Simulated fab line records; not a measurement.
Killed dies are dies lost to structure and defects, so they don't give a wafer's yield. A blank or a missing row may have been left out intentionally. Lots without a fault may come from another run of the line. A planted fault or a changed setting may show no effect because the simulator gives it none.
One fault seen from 3 desks    flow n5_finfet    what lay behind the numbers comes last; until then each desk has only its own

== DESK OF THE TOOL OWNER: rie_diel-06 ==
The tool's own readings at N5_STI_FIN_REVEAL_ETCHBACK_08 (etches SiO2 in C4F6/O2, target depth 30.5 nm, time 10.167 s): means of the sampled wafers that have a number, for each lot that ran on this tool. Any lot whose mean is over 4 standard deviations away from the usual mean is out of limits and marked OUT; that distance is given in the brackets.
Columns: A = drypump_motor_current_A at N5_STI_FIN_REVEAL_ETCHBACK_08, usual 5.8 A; B = oes_product_au at N5_STI_FIN_REVEAL_ETCHBACK_08, usual 0.83 a.u.; C = rf_vpp_V at N5_STI_FIN_REVEAL_ETCHBACK_08, usual 666 V; D = showerhead_plenum_p_Torr at N5_STI_FIN_REVEAL_ETCHBACK_08, usual 2.87 Torr; E = throttle_valve_pct at N5_STI_FIN_REVEAL_ETCHBACK_08, usual 21.1 %
lot   first seen here  A    B     C    D     E
L956  day 3 03:54      5.8  0.87  678  2.98  20.8
L966  day 5 16:31      5.4  0.89  665  2.86  20.8
L971  day 6 21:47      6.1  0.82  669  2.83  20.9
L974  day 7 15:16      6.1  0.84  676  2.91  20.8
This desk found nothing out of limits on any of the 4 lots.

== THE DEFECT DESK ==
Lot by lot, what the route's inspections counted, given as the mean of those sampled wafers with a number. Any lot whose mean is over 4 standard deviations away from the usual mean is out of limits and marked OUT; that distance is given in the brackets.
Columns: A = raw_defect_count at N5_STI_FIN_REVEAL_INSPECT_13, usual 11
lot   first seen here  A
L953  day 2 13:22      17
L954  day 2 23:24      11
L956  day 3 06:57      14
L957  day 3 14:35      9
L960  day 4 06:59      10
L965  day 5 15:33      9
L966  day 5 19:35      16
L971  day 7 01:22      394 (+75) OUT
L974  day 7 18:18      202 (+38) OUT
L976  day 8 07:24      9
This desk finds L971, L974 out of limits, L971 being first, at day 7 01:22 (raw_defect_count at N5_STI_FIN_REVEAL_INSPECT_13). Within limits: L953, L954, L956, L957, L960, L965, L966, L976.

== METROLOGY DESK ==
What the gauges read for every lot (on any tool): the sampled wafers with a number, averaged. Any lot whose mean is over 4 standard deviations away from the usual mean is out of limits and marked OUT; that distance is given in the brackets. It has 11 readings; the 7 that lie furthest out on some lot are the ones shown.
Columns: A = trench_depth_nm at N5_STI_FIN_REVEAL_FIN_H_MEAS_10, usual 52.4 nm; B = DIBL_N at N5_BEOL_M4_RC_MEAS_101, usual 36.3 mV/V; C = DIBL_P at N5_BEOL_M4_RC_MEAS_101, usual 36.2 mV/V; D = IOFF_N at N5_BEOL_M4_RC_MEAS_101, usual 0.160 nA/um; E = IOFF_P at N5_BEOL_M4_RC_MEAS_101, usual 0.21 nA/um; F = ION_P at N5_BEOL_M4_RC_MEAS_101, usual 465 uA/um; G = VT_N at N5_BEOL_M4_RC_MEAS_101, usual 250 mV
lot   first seen here  A     B     C     D      E     F    G
L953  day 2 13:17      52.0  39.9  39.6  0.216  0.28  469  245
L954  day 2 23:19      53.0  36.0  35.6  0.157  0.21  466  249
L956  day 3 06:52      51.9  38.1  36.7  0.169  0.25  468  248
L957  day 3 14:29      52.3  34.1  34.1  0.130  0.16  461  254
L960  day 4 06:54      52.0  36.4  38.6  0.190  0.24  468  246
L965  day 5 15:28      53.1  35.7  33.4  0.133  0.17  461  253
L966  day 5 19:30      53.0  36.8  37.3  0.168  0.20  467  250
L971  day 7 01:16      52.2  36.1  36.5  0.144  0.19  460  253
L974  day 7 18:13      52.9  34.5  34.8  0.138  0.19  463  251
L976  day 8 07:19      50.9  36.0  35.8  0.146  0.17  454  250
This desk found nothing out of limits on any of the 10 lots.

== PUT TOGETHER ==
The defect desk could have raised an alarm at day 7 01:22, on L971, L974.
Nothing out of limits was seen by the tool owner's desk.
Metrology desk: nothing out of limits seen.
On record at the tool owner's desk: L971, L974, within its limits.
The metrology desk has L971, L974 on record, within its limits.
All the named lots went through N5_STI_FIN_REVEAL_ETCHBACK_08 on rie_diel-06.

== WHAT THE SIMULATOR HAD INSERTED ==
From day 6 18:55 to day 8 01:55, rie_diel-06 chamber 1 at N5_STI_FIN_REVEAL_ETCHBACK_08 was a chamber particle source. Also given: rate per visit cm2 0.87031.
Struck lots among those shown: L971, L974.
Hours from the fault's start to each desk's first reading out of limits: the defect desk, 6.
